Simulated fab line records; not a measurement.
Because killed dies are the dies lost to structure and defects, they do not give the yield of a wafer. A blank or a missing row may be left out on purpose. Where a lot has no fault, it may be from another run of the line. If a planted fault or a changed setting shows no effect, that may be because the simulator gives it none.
fab line records / flow nandHarc / part 2 of 2: steps 5 to 6 of 6
[record] lots = 22 wafers = 66 lastDay = 25
route steps=1159 shown A_STAIRCASE@591
lots with no fault: from the same line, run without faults
startH: hours from the record's opening day to when the first of the lot's shown wafers began / waitH: hours elapsed since this lot's preceding step / " the same as in the row above / L1.1+2: a row that stands for several wafers / - value missing, or start not given / * or withheld: withheld / < > ~ a bound
route shown NAME@n: NAME is a module with steps in the file, n the number in the route of the first one / usual: the fault-free wafers' mean and standard deviation / same: alike in all rows / chamber/n: place in a boat / sites: each site's reading / _std_site: standard deviation of those values / _edge_site: mean of outer sites minus mean of inner sites / radiusMm: how far each site lies from the wafer's centre / mask NAME#n: copy n / behind: the tool/chamber that last shaped the wafer / hold: cause of the lot's hold/its duration in hours/its outcome / device: transistor that didn't switch, given as n, p or np / end of line: the tests these same wafers got at the end of their route / a step given without rows: its recipe and nothing more / killed: count of dies lost to structure and defects at first sort (not the wafer's yield) / map: the dies of a wafer, with x for killed, . for not killed, _ for no die there
set.NAME: the setting the step ran with; set.NAME@STEP: the setting that earlier step ran with / model.NAME: the simulator's own value behind a step, which no gauge read
steps of the route over a sample of lots; a table a step, a row a wafer
services: from which hour (startH, from the record's first day; less than 0 if before it) a tool's chamber was out of use, for how many hours, and why
[[steps]]
[step NHARC_A_STAIRCASE_DEP_301]
[recipe] targetThkA = 300 targetThkNm = 30 tempC = 400 pressureTorr = 3.5 flowSccm = 200 rfW = 350 material = SiON
[usual] heaterPowerW = 714/84
lot.wafer=L074.1 tool=pecvd-03 chamber=2 startH=267.47 waitH=1.6 heaterPowerW=834
lot.wafer=L074.3 tool=pecvd-03 chamber=0 startH=267.47 waitH=1.6 heaterPowerW=669
lot.wafer=L074.2 tool=pecvd-03 chamber=1 startH=267.47 waitH=1.6 heaterPowerW=864
lot.wafer=L075.2 tool=pecvd-01 chamber=0 startH=269.34 waitH=1.3 heaterPowerW=817
lot.wafer=L075.3 tool=pecvd-01 chamber=2 startH=269.34 waitH=1.3 heaterPowerW=723
lot.wafer=L075.4 tool=pecvd-01 chamber=0 startH=269.34 waitH=1.3 heaterPowerW=825
lot.wafer=L078.2 tool=pecvd-01 chamber=0 startH=277.75 waitH=1.3 heaterPowerW=850
lot.wafer=L078.6 tool=pecvd-01 chamber=1 startH=277.75 waitH=1.3 heaterPowerW=676
lot.wafer=L078.5 tool=pecvd-01 chamber=2 startH=277.75 waitH=1.3 heaterPowerW=706
lot.wafer=L077.3 tool=pecvd-03 chamber=1 startH=279.54 waitH=1.0 heaterPowerW=880
lot.wafer=L077.1 tool=pecvd-03 chamber=0 startH=279.54 waitH=1.0 heaterPowerW=639
lot.wafer=L077.4 tool=pecvd-03 chamber=0 startH=279.54 waitH=1.0 heaterPowerW=628
lot.wafer=L076.2 tool=pecvd-01 chamber=1 startH=283.07 waitH=1.3 heaterPowerW=580
lot.wafer=L076.5 tool=pecvd-01 chamber=0 startH=283.07 waitH=1.3 heaterPowerW=810
lot.wafer=L076.6 tool=pecvd-01 chamber=2 startH=283.07 waitH=1.3 heaterPowerW=724
lot.wafer=L079.1 tool=pecvd-04 chamber=2 startH=286.94 waitH=1.6 heaterPowerW=689
lot.wafer=L079.4 tool=pecvd-04 chamber=2 startH=286.94 waitH=1.6 heaterPowerW=720
lot.wafer=L079.6 tool=pecvd-04 chamber=0 startH=286.94 waitH=1.6 heaterPowerW=635
lot.wafer=L081.1 tool=pecvd-01 chamber=2 startH=306.04 waitH=1.6 heaterPowerW=639
lot.wafer=L081.2 tool=pecvd-01 chamber=0 startH=306.04 waitH=1.6 heaterPowerW=747
lot.wafer=L081.5 tool=pecvd-01 chamber=1 startH=306.04 waitH=1.6 heaterPowerW=680
lot.wafer=L080.1 tool=pecvd-03 chamber=0 startH=311.92 waitH=1.6 heaterPowerW=622
lot.wafer=L080.5 tool=pecvd-03 chamber=1 startH=311.92 waitH=1.6 heaterPowerW=787
lot.wafer=L080.6 tool=pecvd-03 chamber=0 startH=311.92 waitH=1.6 heaterPowerW=634
lot.wafer=L084.5 tool=pecvd-01 chamber=2 startH=313.82 waitH=0.4 heaterPowerW=668
lot.wafer=L084.6 tool=pecvd-01 chamber=0 startH=313.82 waitH=0.4 heaterPowerW=846
lot.wafer=L084.4 tool=pecvd-01 chamber=1 startH=313.82 waitH=0.4 heaterPowerW=642
lot.wafer=L083.1 tool=pecvd-03 chamber=0 startH=314.85 waitH=1.6 heaterPowerW=695
lot.wafer=L083.2 tool=pecvd-03 chamber=1 startH=314.85 waitH=1.6 heaterPowerW=725
lot.wafer=L083.5 tool=pecvd-03 chamber=1 startH=314.85 waitH=1.6 heaterPowerW=764
lot.wafer=L082.2 tool=pecvd-01 chamber=2 startH=317.46 waitH=1.3 heaterPowerW=699
lot.wafer=L082.1 tool=pecvd-01 chamber=0 startH=317.46 waitH=1.3 heaterPowerW=874
lot.wafer=L082.5 tool=pecvd-01 chamber=0 startH=317.46 waitH=1.3 heaterPowerW=870
lot.wafer=L088.1 tool=pecvd-01 chamber=1 startH=338.71 waitH=1.6 heaterPowerW=643
lot.wafer=L088.4 tool=pecvd-01 chamber=1 startH=338.71 waitH=1.6 heaterPowerW=668
lot.wafer=L088.5 tool=pecvd-01 chamber=0 startH=338.71 waitH=1.6 heaterPowerW=746
lot.wafer=L087.3 tool=pecvd-01 chamber=2 startH=340.75 waitH=1.0 heaterPowerW=695
lot.wafer=L087.1 tool=pecvd-01 chamber=1 startH=340.75 waitH=1.0 heaterPowerW=649
lot.wafer=L087.5 tool=pecvd-01 chamber=2 startH=340.75 waitH=1.0 heaterPowerW=693
lot.wafer=L086.1 tool=pecvd-03 chamber=0 startH=349.14 waitH=1.6 heaterPowerW=689
lot.wafer=L086.2 tool=pecvd-03 chamber=2 startH=349.14 waitH=1.6 heaterPowerW=822
lot.wafer=L086.6 tool=pecvd-03 chamber=2 startH=349.14 waitH=1.6 heaterPowerW=802
lot.wafer=L089.3 tool=pecvd-01 chamber=2 startH=358.79 waitH=0.9 heaterPowerW=692
lot.wafer=L089.1 tool=pecvd-01 chamber=1 startH=358.79 waitH=0.9 heaterPowerW=685
lot.wafer=L089.6 tool=pecvd-01 chamber=1 startH=358.79 waitH=0.9 heaterPowerW=687
lot.wafer=L092.1 tool=pecvd-04 chamber=2 startH=360.62 waitH=1.5 heaterPowerW=737
lot.wafer=L092.2 tool=pecvd-04 chamber=1 startH=360.62 waitH=1.5 heaterPowerW=568
lot.wafer=L092.6 tool=pecvd-04 chamber=0 startH=360.62 waitH=1.5 heaterPowerW=586
lot.wafer=L091.1 tool=pecvd-01 chamber=2 startH=361.42 waitH=1.6 heaterPowerW=617
lot.wafer=L091.3 tool=pecvd-01 chamber=0 startH=361.42 waitH=1.6 heaterPowerW=723
lot.wafer=L091.2 tool=pecvd-01 chamber=1 startH=361.42 waitH=1.6 heaterPowerW=601
lot.wafer=L094.2 tool=pecvd-01 chamber=2 startH=377.76 waitH=1.3 heaterPowerW=692
lot.wafer=L094.4 tool=pecvd-01 chamber=2 startH=377.76 waitH=1.3 heaterPowerW=686
lot.wafer=L094.5 tool=pecvd-01 chamber=0 startH=377.76 waitH=1.3 heaterPowerW=758
lot.wafer=L095.3 tool=pecvd-01 chamber=0 startH=380.26 waitH=1.0 heaterPowerW=799
lot.wafer=L095.4 tool=pecvd-01 chamber=0 startH=380.26 waitH=1.0 heaterPowerW=775
lot.wafer=L095.5 tool=pecvd-01 chamber=1 startH=380.26 waitH=1.0 heaterPowerW=650
lot.wafer=L093.1 tool=pecvd-01 chamber=0 startH=380.53 waitH=1.6 heaterPowerW=856
lot.wafer=L093.3 tool=pecvd-01 chamber=1 startH=380.53 waitH=1.6 heaterPowerW=583
lot.wafer=L093.6 tool=pecvd-01 chamber=0 startH=380.53 waitH=1.6 heaterPowerW=858
lot.wafer=L096.2 tool=pecvd-03 chamber=1 startH=382.08 waitH=1.3 heaterPowerW=759
lot.wafer=L096.1 tool=pecvd-03 chamber=2 startH=382.08 waitH=1.3 heaterPowerW=793
lot.wafer=L096.6 tool=pecvd-03 chamber=1 startH=382.08 waitH=1.3 heaterPowerW=756
lot.wafer=L097.3 tool=pecvd-03 chamber=1 startH=395.33 waitH=1.0 heaterPowerW=754
lot.wafer=L097.4 tool=pecvd-03 chamber=0 startH=395.33 waitH=1.0 heaterPowerW=691
lot.wafer=L097.6 tool=pecvd-03 chamber=1 startH=395.33 waitH=1.0 heaterPowerW=759
[step NHARC_A_STAIRCASE_STRIP_476]
[recipe] timeS = 20 o2FlowSccm = 500 arFlowSccm = 0 biasW = 0 chemistry = O2
[usual] drypumpMotorCurrentA = 5.8/0.46 mfcArSccm = 0.017/0.015 o2FlowSccm = 499.9/1.4 oesProductAu = 0.998/0.011 rfVppV = 57.7/0.9 showerheadPlenumPTorr = 3.49/0.11 throttleValvePct = 17.036/0.01
lot.wafer=L074.1 tool=rieDiel-08 chamber=0 startH=272.57 waitH=0.1 drypumpMotorCurrentA=6.1 mfcArSccm=0 o2FlowSccm=498.6 oesProductAu=0.987 rfHoursCounterH=49 rfVppV=57.4 showerheadPlenumPTorr=3.34 throttleValvePct=17.044
lot.wafer=L074.3 tool=rieDiel-08 chamber=1 startH=272.57 waitH=0.1 drypumpMotorCurrentA=5.1 mfcArSccm=0.017 o2FlowSccm=502.5 oesProductAu=0.985 rfHoursCounterH=55 rfVppV=56.4 showerheadPlenumPTorr=3.44 throttleValvePct=17.025
lot.wafer=L074.2 tool=rieDiel-08 chamber=3 startH=272.57 waitH=0.1 drypumpMotorCurrentA=5.3 mfcArSccm=0 o2FlowSccm=501.7 oesProductAu=0.978 rfHoursCounterH=57 rfVppV=58.7 showerheadPlenumPTorr=3.63 throttleValvePct=17.035
lot.wafer=L075.3 tool=rieDiel-01 chamber=1 startH=275.01 waitH=0.1 drypumpMotorCurrentA=5.7 mfcArSccm=0 o2FlowSccm=501.3 oesProductAu=0.998 rfHoursCounterH=47 rfVppV=57.7 showerheadPlenumPTorr=3.62 throttleValvePct=17.047
lot.wafer=L075.4 tool=rieDiel-01 chamber=2 startH=275.01 waitH=0.1 drypumpMotorCurrentA=5.9 mfcArSccm=0.035 o2FlowSccm=501.4 oesProductAu=0.991 rfHoursCounterH=46 rfVppV=56.9 showerheadPlenumPTorr=3.48 throttleValvePct=17.034
lot.wafer=L075.2 tool=rieDiel-01 chamber=3 startH=275.01 waitH=0.1 drypumpMotorCurrentA=5.5 mfcArSccm=0.012 o2FlowSccm=501.7 oesProductAu=0.984 rfHoursCounterH=39 rfVppV=55.6 showerheadPlenumPTorr=3.34 throttleValvePct=17.031
lot.wafer=L078.2 tool=rieDiel-02 chamber=0 startH=282.70 waitH=0.2 drypumpMotorCurrentA=5.1 mfcArSccm=0.034 o2FlowSccm=500.6 oesProductAu=1.014 rfHoursCounterH=47 rfVppV=57.4 showerheadPlenumPTorr=3.54 throttleValvePct=17.035
lot.wafer=L078.5 tool=rieDiel-02 chamber=0 startH=282.70 waitH=0.2 drypumpMotorCurrentA=5.1 mfcArSccm=0.034 o2FlowSccm=501.0 oesProductAu=1.011 rfHoursCounterH=- rfVppV=56.9 showerheadPlenumPTorr=3.54 throttleValvePct=17.026
lot.wafer=L078.6 tool=rieDiel-02 chamber=1 startH=282.70 waitH=0.2 drypumpMotorCurrentA=6.0 mfcArSccm=0.006 o2FlowSccm=499.7 oesProductAu=1.006 rfHoursCounterH=- rfVppV=58.3 showerheadPlenumPTorr=3.64 throttleValvePct=17.021
lot.wafer=L077.3 tool=rieDiel-01 chamber=0 startH=284.55 waitH=0.1 drypumpMotorCurrentA=6.6 mfcArSccm=0.020 o2FlowSccm=502.7 oesProductAu=0.966 rfHoursCounterH=52 rfVppV=57.9 showerheadPlenumPTorr=3.44 throttleValvePct=17.032
lot.wafer=L077.1 tool=rieDiel-01 chamber=1 startH=284.55 waitH=0.1 drypumpMotorCurrentA=5.7 mfcArSccm=0 o2FlowSccm=500.0 oesProductAu=0.996 rfHoursCounterH=50 rfVppV=56.8 showerheadPlenumPTorr=3.62 throttleValvePct=17.045
lot.wafer=L077.4 tool=rieDiel-01 chamber=2 startH=284.55 waitH=0.1 drypumpMotorCurrentA=5.9 mfcArSccm=0.035 o2FlowSccm=501.0 oesProductAu=0.989 rfHoursCounterH=49 rfVppV=56.6 showerheadPlenumPTorr=3.48 throttleValvePct=17.050
lot.wafer=L076.2 tool=rieDiel-08 chamber=0 startH=288.52 waitH=0.3 drypumpMotorCurrentA=6.1 mfcArSccm=0 o2FlowSccm=500.6 oesProductAu=0.973 rfHoursCounterH=54 rfVppV=57.9 showerheadPlenumPTorr=3.34 throttleValvePct=17.036
lot.wafer=L076.6 tool=rieDiel-08 chamber=0 startH=288.52 waitH=0.3 drypumpMotorCurrentA=6.1 mfcArSccm=0 o2FlowSccm=499.4 oesProductAu=0.992 rfHoursCounterH=- rfVppV=56.5 showerheadPlenumPTorr=3.34 throttleValvePct=17.037
lot.wafer=L076.5 tool=rieDiel-08 chamber=1 startH=288.52 waitH=0.3 drypumpMotorCurrentA=5.0 mfcArSccm=0.017 o2FlowSccm=500.7 oesProductAu=1.002 rfHoursCounterH=- rfVppV=56.1 showerheadPlenumPTorr=3.44 throttleValvePct=17.035
lot.wafer=L079.4 tool=rieDiel-02 chamber=1 startH=292.37 waitH=0.1 drypumpMotorCurrentA=6.0 mfcArSccm=0.006 o2FlowSccm=499.6 oesProductAu=1.001 rfHoursCounterH=50 rfVppV=58.1 showerheadPlenumPTorr=3.64 throttleValvePct=17.036
lot.wafer=L079.1 tool=rieDiel-02 chamber=2 startH=292.37 waitH=0.1 drypumpMotorCurrentA=5.9 mfcArSccm=0.044 o2FlowSccm=499.8 oesProductAu=0.993 rfHoursCounterH=49 rfVppV=58.1 showerheadPlenumPTorr=3.39 throttleValvePct=17.040
lot.wafer=L079.6 tool=rieDiel-02 chamber=3 startH=292.37 waitH=0.1 drypumpMotorCurrentA=6.2 mfcArSccm=0 o2FlowSccm=498.2 oesProductAu=1.015 rfHoursCounterH=- rfVppV=58.2 showerheadPlenumPTorr=3.53 throttleValvePct=17.029
lot.wafer=L081.1 tool=rieDiel-02 chamber=3 startH=311.87 waitH=0.1 drypumpMotorCurrentA=6.2 mfcArSccm=0 o2FlowSccm=502.4 oesProductAu=1.012 rfHoursCounterH=54 rfVppV=58.5 showerheadPlenumPTorr=3.53 throttleValvePct=17.040
lot.wafer=L081.2 tool=rieDiel-02 chamber=1 startH=311.87 waitH=0.1 drypumpMotorCurrentA=6.0 mfcArSccm=0.006 o2FlowSccm=498.1 oesProductAu=0.989 rfHoursCounterH=56 rfVppV=57.6 showerheadPlenumPTorr=3.64 throttleValvePct=17.043
lot.wafer=L081.5 tool=rieDiel-02 chamber=3 startH=311.87 waitH=0.1 drypumpMotorCurrentA=6.2 mfcArSccm=0 o2FlowSccm=503.0 oesProductAu=1.008 rfHoursCounterH=- rfVppV=58.9 showerheadPlenumPTorr=3.53 throttleValvePct=17.052
lot.wafer=L080.1 tool=rieDiel-08 chamber=3 startH=317.82 waitH=0.4 drypumpMotorCurrentA=5.3 mfcArSccm=0 o2FlowSccm=500.5 oesProductAu=0.996 rfHoursCounterH=3 rfVppV=57.5 showerheadPlenumPTorr=3.62 throttleValvePct=17.032
lot.wafer=L080.5 tool=rieDiel-08 chamber=1 startH=317.82 waitH=0.4 drypumpMotorCurrentA=5.0 mfcArSccm=0.017 o2FlowSccm=503.0 oesProductAu=0.996 rfHoursCounterH=- rfVppV=57.8 showerheadPlenumPTorr=3.43 throttleValvePct=17.020
lot.wafer=L080.6 tool=rieDiel-08 chamber=2 startH=317.82 waitH=0.4 drypumpMotorCurrentA=5.9 mfcArSccm=0.033 o2FlowSccm=501.3 oesProductAu=1.009 rfHoursCounterH=- rfVppV=58.0 showerheadPlenumPTorr=3.63 throttleValvePct=17.033
lot.wafer=L084.4 tool=rieDiel-02 chamber=2 startH=320.58 waitH=0.2 drypumpMotorCurrentA=5.9 mfcArSccm=0.044 o2FlowSccm=500.4 oesProductAu=0.994 rfHoursCounterH=60 rfVppV=57.2 showerheadPlenumPTorr=3.38 throttleValvePct=17.045
lot.wafer=L084.6 tool=rieDiel-02 chamber=3 startH=320.58 waitH=0.2 drypumpMotorCurrentA=6.2 mfcArSccm=0 o2FlowSccm=498.2 oesProductAu=1.001 rfHoursCounterH=- rfVppV=57.5 showerheadPlenumPTorr=3.52 throttleValvePct=17.048
lot.wafer=L084.5 tool=rieDiel-02 chamber=0 startH=320.58 waitH=0.2 drypumpMotorCurrentA=5.0 mfcArSccm=0.034 o2FlowSccm=500.6 oesProductAu=1.001 rfHoursCounterH=- rfVppV=59.0 showerheadPlenumPTorr=3.54 throttleValvePct=17.038
lot.wafer=L083.2 tool=rieDiel-02 chamber=1 startH=321.72 waitH=0.1 drypumpMotorCurrentA=6.0 mfcArSccm=0.006 o2FlowSccm=499.6 oesProductAu=0.986 rfHoursCounterH=60 rfVppV=57.8 showerheadPlenumPTorr=3.64 throttleValvePct=17.033
lot.wafer=L083.1 tool=rieDiel-02 chamber=3 startH=321.72 waitH=0.1 drypumpMotorCurrentA=6.1 mfcArSccm=0 o2FlowSccm=500.5 oesProductAu=1.009 rfHoursCounterH=58 rfVppV=58.4 showerheadPlenumPTorr=3.52 throttleValvePct=17.055
lot.wafer=L083.5 tool=rieDiel-02 chamber=1 startH=321.72 waitH=0.1 drypumpMotorCurrentA=6.0 mfcArSccm=0.006 o2FlowSccm=499.2 oesProductAu=0.992 rfHoursCounterH=- rfVppV=57.5 showerheadPlenumPTorr=3.64 throttleValvePct=17.016
lot.wafer=L082.2 tool=rieDiel-02 chamber=3 startH=323.18 waitH=0.1 drypumpMotorCurrentA=6.2 mfcArSccm=0 o2FlowSccm=497.0 oesProductAu=1.021 rfHoursCounterH=59 rfVppV=57.2 showerheadPlenumPTorr=3.52 throttleValvePct=17.042
lot.wafer=L082.1 tool=rieDiel-02 chamber=0 startH=323.18 waitH=0.1 drypumpMotorCurrentA=5.1 mfcArSccm=0.034 o2FlowSccm=499.2 oesProductAu=1.009 rfHoursCounterH=61 rfVppV=58.4 showerheadPlenumPTorr=3.54 throttleValvePct=17.024
lot.wafer=L082.5 tool=rieDiel-02 chamber=1 startH=323.18 waitH=0.1 drypumpMotorCurrentA=6.0 mfcArSccm=0.006 o2FlowSccm=500.8 oesProductAu=0.999 rfHoursCounterH=- rfVppV=57.4 showerheadPlenumPTorr=3.64 throttleValvePct=17.051
lot.wafer=L088.1 tool=rieDiel-08 chamber=1 startH=343.68 waitH=0.1 drypumpMotorCurrentA=5.1 mfcArSccm=0.017 o2FlowSccm=498.2 oesProductAu=1.003 rfHoursCounterH=15 rfVppV=55.7 showerheadPlenumPTorr=3.43 throttleValvePct=17.047
lot.wafer=L088.4 tool=rieDiel-08 chamber=3 startH=343.68 waitH=0.1 drypumpMotorCurrentA=5.3 mfcArSccm=0 o2FlowSccm=500.1 oesProductAu=1.012 rfHoursCounterH=20 rfVppV=56.9 showerheadPlenumPTorr=3.61 throttleValvePct=17.048
lot.wafer=L088.5 tool=rieDiel-08 chamber=1 startH=343.68 waitH=0.1 drypumpMotorCurrentA=5.1 mfcArSccm=0.017 o2FlowSccm=498.1 oesProductAu=0.990 rfHoursCounterH=- rfVppV=57.5 showerheadPlenumPTorr=3.43 throttleValvePct=17.041
lot.wafer=L087.3 tool=rieDiel-01 chamber=1 startH=346.22 waitH=0.1 drypumpMotorCurrentA=5.7 mfcArSccm=0 o2FlowSccm=500.8 oesProductAu=1.016 rfHoursCounterH=12 rfVppV=58.3 showerheadPlenumPTorr=3.61 throttleValvePct=17.049
lot.wafer=L087.1 tool=rieDiel-01 chamber=2 startH=346.22 waitH=0.1 drypumpMotorCurrentA=5.9 mfcArSccm=0.035 o2FlowSccm=498.9 oesProductAu=0.995 rfHoursCounterH=13 rfVppV=57.6 showerheadPlenumPTorr=3.47 throttleValvePct=17.046
lot.wafer=L087.5 tool=rieDiel-01 chamber=2 startH=346.22 waitH=0.1 drypumpMotorCurrentA=5.9 mfcArSccm=0.035 o2FlowSccm=499.8 oesProductAu=0.996 rfHoursCounterH=- rfVppV=57.4 showerheadPlenumPTorr=3.47 throttleValvePct=17.057
lot.wafer=L086.2 tool=rieDiel-01 chamber=1 startH=354.37 waitH=0.2 drypumpMotorCurrentA=5.7 mfcArSccm=0 o2FlowSccm=498.5 oesProductAu=1.013 rfHoursCounterH=14 rfVppV=56.9 showerheadPlenumPTorr=3.61 throttleValvePct=17.028
lot.wafer=L086.1 tool=rieDiel-01 chamber=3 startH=354.37 waitH=0.2 drypumpMotorCurrentA=5.5 mfcArSccm=0.012 o2FlowSccm=500.2 oesProductAu=0.991 rfHoursCounterH=15 rfVppV=56.7 showerheadPlenumPTorr=3.32 throttleValvePct=17.037
lot.wafer=L086.6 tool=rieDiel-01 chamber=1 startH=354.37 waitH=0.2 drypumpMotorCurrentA=5.7 mfcArSccm=0 o2FlowSccm=499.2 oesProductAu=1.009 rfHoursCounterH=- rfVppV=58.1 showerheadPlenumPTorr=3.61 throttleValvePct=17.017
lot.wafer=L089.3 tool=rieDiel-02 chamber=3 startH=363.83 waitH=0.1 drypumpMotorCurrentA=6.2 mfcArSccm=0 o2FlowSccm=501.0 oesProductAu=1.009 rfHoursCounterH=11 rfVppV=59.8 showerheadPlenumPTorr=3.52 throttleValvePct=17.017
lot.wafer=L089.1 tool=rieDiel-02 chamber=2 startH=363.83 waitH=0.1 drypumpMotorCurrentA=5.9 mfcArSccm=0.044 o2FlowSccm=499.9 oesProductAu=0.989 rfHoursCounterH=10 rfVppV=57.7 showerheadPlenumPTorr=3.37 throttleValvePct=17.051
lot.wafer=L089.6 tool=rieDiel-02 chamber=3 startH=363.83 waitH=0.1 drypumpMotorCurrentA=6.2 mfcArSccm=0 o2FlowSccm=498.6 oesProductAu=1.006 rfHoursCounterH=- rfVppV=57.0 showerheadPlenumPTorr=3.52 throttleValvePct=17.031
lot.wafer=L092.2 tool=rieDiel-01 chamber=0 startH=365.62 waitH=0.1 drypumpMotorCurrentA=6.6 mfcArSccm=0.020 o2FlowSccm=500.2 oesProductAu=1.013 rfHoursCounterH=20 rfVppV=56.6 showerheadPlenumPTorr=3.43 throttleValvePct=17.046
lot.wafer=L092.1 tool=rieDiel-01 chamber=1 startH=365.62 waitH=0.1 drypumpMotorCurrentA=5.7 mfcArSccm=0 o2FlowSccm=500.2 oesProductAu=1.011 rfHoursCounterH=19 rfVppV=57.7 showerheadPlenumPTorr=3.61 throttleValvePct=17.043
lot.wafer=L092.6 tool=rieDiel-01 chamber=3 startH=365.62 waitH=0.1 drypumpMotorCurrentA=5.5 mfcArSccm=0.012 o2FlowSccm=500.4 oesProductAu=0.975 rfHoursCounterH=- rfVppV=59.4 showerheadPlenumPTorr=3.32 throttleValvePct=17.023
lot.wafer=L091.2 tool=rieDiel-01 chamber=2 startH=367.00 waitH=0.1 drypumpMotorCurrentA=5.9 mfcArSccm=0.035 o2FlowSccm=498.5 oesProductAu=0.998 rfHoursCounterH=19 rfVppV=57.9 showerheadPlenumPTorr=3.46 throttleValvePct=17.031
lot.wafer=L091.1 tool=rieDiel-01 chamber=0 startH=367.00 waitH=0.1 drypumpMotorCurrentA=6.6 mfcArSccm=0.020 o2FlowSccm=500.0 oesProductAu=0.997 rfHoursCounterH=20 rfVppV=57.9 showerheadPlenumPTorr=3.43 throttleValvePct=17.021
lot.wafer=L091.3 tool=rieDiel-01 chamber=1 startH=367.00 waitH=0.1 drypumpMotorCurrentA=5.7 mfcArSccm=0 o2FlowSccm=500.4 oesProductAu=1.019 rfHoursCounterH=19 rfVppV=59.0 showerheadPlenumPTorr=3.61 throttleValvePct=17.029
lot.wafer=L094.2 tool=rieDiel-02 chamber=2 startH=382.88 waitH=0.1 drypumpMotorCurrentA=5.9 mfcArSccm=0.044 o2FlowSccm=500.1 oesProductAu=0.984 rfHoursCounterH=15 rfVppV=57.4 showerheadPlenumPTorr=3.37 throttleValvePct=17.026
lot.wafer=L094.4 tool=rieDiel-02 chamber=1 startH=382.88 waitH=0.1 drypumpMotorCurrentA=6.0 mfcArSccm=0.006 o2FlowSccm=500.1 oesProductAu=0.984 rfHoursCounterH=17 rfVppV=60.0 showerheadPlenumPTorr=3.63 throttleValvePct=17.031
lot.wafer=L094.5 tool=rieDiel-02 chamber=2 startH=382.88 waitH=0.1 drypumpMotorCurrentA=5.9 mfcArSccm=0.044 o2FlowSccm=501.2 oesProductAu=0.991 rfHoursCounterH=- rfVppV=57.7 showerheadPlenumPTorr=3.37 throttleValvePct=17.050
lot.wafer=L093.3 tool=rieDiel-01 chamber=3 startH=385.62 waitH=0.1 drypumpMotorCurrentA=5.5 mfcArSccm=0.012 o2FlowSccm=499.9 oesProductAu=0.985 rfHoursCounterH=27 rfVppV=59.2 showerheadPlenumPTorr=3.32 throttleValvePct=17.028
lot.wafer=L093.1 tool=rieDiel-01 chamber=0 startH=385.62 waitH=0.1 drypumpMotorCurrentA=6.6 mfcArSccm=0.020 o2FlowSccm=499.9 oesProductAu=0.988 rfHoursCounterH=27 rfVppV=57.7 showerheadPlenumPTorr=3.42 throttleValvePct=17.027
lot.wafer=L093.6 tool=rieDiel-01 chamber=3 startH=385.62 waitH=0.1 drypumpMotorCurrentA=5.5 mfcArSccm=0.012 o2FlowSccm=500.9 oesProductAu=0.993 rfHoursCounterH=- rfVppV=56.0 showerheadPlenumPTorr=3.32 throttleValvePct=17.039
lot.wafer=L095.4 tool=rieDiel-08 chamber=2 startH=385.66 waitH=0.1 drypumpMotorCurrentA=5.9 mfcArSccm=0.033 o2FlowSccm=499.8 oesProductAu=0.996 rfHoursCounterH=37 rfVppV=57.1 showerheadPlenumPTorr=3.61 throttleValvePct=17.019
lot.wafer=L095.3 tool=rieDiel-08 chamber=1 startH=385.66 waitH=0.1 drypumpMotorCurrentA=5.1 mfcArSccm=0.017 o2FlowSccm=497.8 oesProductAu=0.999 rfHoursCounterH=34 rfVppV=57.5 showerheadPlenumPTorr=3.42 throttleValvePct=17.036
lot.wafer=L095.5 tool=rieDiel-08 chamber=2 startH=385.66 waitH=0.1 drypumpMotorCurrentA=5.9 mfcArSccm=0.033 o2FlowSccm=501.3 oesProductAu=0.997 rfHoursCounterH=- rfVppV=57.9 showerheadPlenumPTorr=3.61 throttleValvePct=17.030
lot.wafer=L096.1 tool=rieDiel-08 chamber=0 startH=387.64 waitH=0.1 drypumpMotorCurrentA=6.1 mfcArSccm=0 o2FlowSccm=500.6 oesProductAu=1.007 rfHoursCounterH=31 rfVppV=55.9 showerheadPlenumPTorr=3.32 throttleValvePct=17.036
lot.wafer=L096.2 tool=rieDiel-08 chamber=2 startH=387.64 waitH=0.1 drypumpMotorCurrentA=5.9 mfcArSccm=0.033 o2FlowSccm=499.6 oesProductAu=1.004 rfHoursCounterH=38 rfVppV=57.7 showerheadPlenumPTorr=3.61 throttleValvePct=17.038
lot.wafer=L096.6 tool=rieDiel-08 chamber=0 startH=387.64 waitH=0.1 drypumpMotorCurrentA=6.1 mfcArSccm=0 o2FlowSccm=500.5 oesProductAu=1.001 rfHoursCounterH=- rfVppV=57.3 showerheadPlenumPTorr=3.32 throttleValvePct=17.044
lot.wafer=L097.3 tool=rieDiel-01 chamber=0 startH=401.67 waitH=0.2 drypumpMotorCurrentA=6.6 mfcArSccm=0.020 o2FlowSccm=499.2 oesProductAu=0.997 rfHoursCounterH=33 rfVppV=57.2 showerheadPlenumPTorr=3.42 throttleValvePct=17.040
lot.wafer=L097.4 tool=rieDiel-01 chamber=2 startH=401.67 waitH=0.2 drypumpMotorCurrentA=5.9 mfcArSccm=0.035 o2FlowSccm=502.6 oesProductAu=0.991 rfHoursCounterH=32 rfVppV=57.0 showerheadPlenumPTorr=3.46 throttleValvePct=17.018
lot.wafer=L097.6 tool=rieDiel-01 chamber=1 startH=401.67 waitH=0.2 drypumpMotorCurrentA=5.7 mfcArSccm=0 o2FlowSccm=499.9 oesProductAu=1.009 rfHoursCounterH=- rfVppV=57.8 showerheadPlenumPTorr=3.60 throttleValvePct=17.033
[[services]]
tool=pecvd-01 chamber=- startH=237.00 hours=13.0 kind=pm
tool=rieDiel-08 chamber=0 startH=240.17 hours=12.9 kind=repair
tool=pecvd-04 chamber=- startH=240.46 hours=0.5 kind=repair
tool=pecvd-03 chamber=2 startH=245.31 hours=16.2 kind=repair
tool=rieDiel-01 chamber=0 startH=246.31 hours=- kind=clean
tool=rieDiel-01 chamber=1 startH=246.31 hours=- kind=clean
tool=rieDiel-01 chamber=2 startH=246.31 hours=- kind=clean
tool=rieDiel-01 chamber=3 startH=246.31 hours=- kind=clean
tool=rieDiel-01 chamber=3 startH=256.86 hours=8.8 kind=repair
tool=rieDiel-02 chamber=3 startH=267.86 hours=7.5 kind=repair
tool=rieDiel-01 chamber=0 startH=270.81 hours=- kind=clean
tool=rieDiel-01 chamber=1 startH=270.81 hours=- kind=clean
tool=rieDiel-01 chamber=2 startH=270.81 hours=- kind=clean
tool=pecvd-03 chamber=- startH=292.05 hours=13.0 kind=pm
tool=rieDiel-08 chamber=- startH=301.82 hours=9.0 kind=pm
tool=rieDiel-01 chamber=- startH=314.97 hours=9.0 kind=pm
tool=rieDiel-08 chamber=0 startH=318.40 hours=14.4 kind=repair
tool=rieDiel-02 chamber=- startH=328.58 hours=9.0 kind=pm
tool=pecvd-04 chamber=1 startH=331.20 hours=11.3 kind=repair
tool=rieDiel-08 chamber=1 startH=331.54 hours=11.2 kind=repair
tool=rieDiel-02 chamber=0 startH=337.94 hours=7.0 kind=repair
tool=pecvd-01 chamber=- startH=344.04 hours=0.2 kind=repair
tool=pecvd-04 chamber=- startH=376.00 hours=13.0 kind=pm
tool=rieDiel-02 chamber=3 startH=384.07 hours=6.7 kind=repair
